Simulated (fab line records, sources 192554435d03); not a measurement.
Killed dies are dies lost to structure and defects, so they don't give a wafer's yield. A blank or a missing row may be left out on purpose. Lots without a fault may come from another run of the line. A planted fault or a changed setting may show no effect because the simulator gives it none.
Lot-split experiment    flow n5_finfet    21 wafers read across 7 lots, on a route 1938 steps long

## THE SPLIT ITSELF
At N5_BEOL_M1_ETCH_74 (etches underlayer in N2/H2, target depth 6.5 nm, time 5.2 s), the setting bias_w was moved away from the recipe's 150 W on 11 of the 21 wafers read, by -8.3% to +15.9%. For the rest of the wafers, this setting stayed at what the recipe calls for.

The reading is taken at the split's own step.

## THE READING
rf_vpp_V, in V, at N5_BEOL_M1_ETCH_74 (etches underlayer in N2/H2, target depth 6.5 nm, time 5.2 s). Typical for fault-free wafers on this fab line: 524.2 V, with standard deviation 2.4 V.

wafer   tool, chamber at the split  bias_w as run, W  against the recipe  rf_vpp_V, V  against lot-mates on the recipe
L075.2  rie_diel-03, 3              150               recipe              526.1        -
L075.3  rie_diel-03, 2              150               recipe              521.0        -
L075.4  rie_diel-03, 0              150               recipe              525.6        -
L081.3  rie_diel-06, 3              172.1             +14.7%              577.4        +51.7
L081.5  rie_diel-06, 2              172.1             +14.7%              570.1        +44.4
L081.6  rie_diel-06, 3              150               recipe              525.7        -
L083.3  rie_diel-03, 0              150               recipe              526.2        -
L083.5  rie_diel-03, 3              161.9             +7.9%               551.4        +25.2
L083.6  rie_diel-03, 0              161.9             +7.9%               551.7        +25.5
L085.4  rie_diel-05, 1              150               recipe              519.6        -
L085.5  rie_diel-05, 0              173.9             +15.9%              575.0        +55.4
L085.6  rie_diel-05, 3              173.9             +15.9%              579.0        +59.4
L089.1  rie_diel-03, 1              170               +13.3%              569.3        +43.0
L089.3  rie_diel-03, 0              150               recipe              526.3        -
L089.6  rie_diel-03, 1              170               +13.3%              569.8        +43.5
L094.1  rie_diel-03, 0              137.6             -8.3%               498.7        -25.6
L094.3  rie_diel-03, 1              137.6             -8.3%               496.7        -27.6
L094.6  rie_diel-03, 0              150               recipe              524.3        -
L096.1  rie_diel-03, 2              150               recipe              521.8        -
L096.4  rie_diel-03, 3              150               recipe              524.7        -
L096.5  rie_diel-03, 1              157.8             +5.2%               541.9        +18.6

FIT RESULTS
A straight line over all 21 wafers: rf_vpp_V changes by +3.33 V for each +1% of bias_w; r = +1.00; the points scatter about the line by 2.2 V.
The same after taking each lot's own level away (the mean of its wafers on the recipe; 21 wafers): +3.35 V for each +1%; r = +1.00; scatter 2.3 V.
The reading moves by 53 V for the largest change in bias_w, on that fit.
From 519.60 to 526.30 V: that is the span of the lots' own levels, equal to 2.8 times the standard deviation above.
Consequently the slope shifts little with the lot-to-lot level, the two slopes agreeing.
Check: with one of the wafers moved furthest among these (+15.9%) left out of the fit, the line predicts +53.3 V for it against its lot-mates. Against them it came out at +55.4 V.
Tool readings at the split's step, against how far the setting was moved: rf_vpp_V r = +1.00.

## OTHER SPLITS ON THESE WAFERS
Other splits were also applied to these wafers ahead of the reading. Each is held against what the fit with the lots' levels taken away leaves over:
other split on the same wafers            wafers away from the commonest value  r with rf_vpp_V (lot level and that fit taken away)
N5_MOL_CONTACT_COAG_CVD_140 target_thk_a  7                                     -0.06
N5_BEOL_M0_SAQP_ETCH_106 target_depth_a   7                                     +0.04
N5_BEOL_M0_SAQP_ETCH_107 bias_w           5                                     -0.46
N5_BEOL_M1_EXPOSE_08 dose_mj              7                                     +0.05

## THE FILE'S OWN FIT
rf_vpp_V changes by +3.37 V for each +1% of bias_w, r = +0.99.
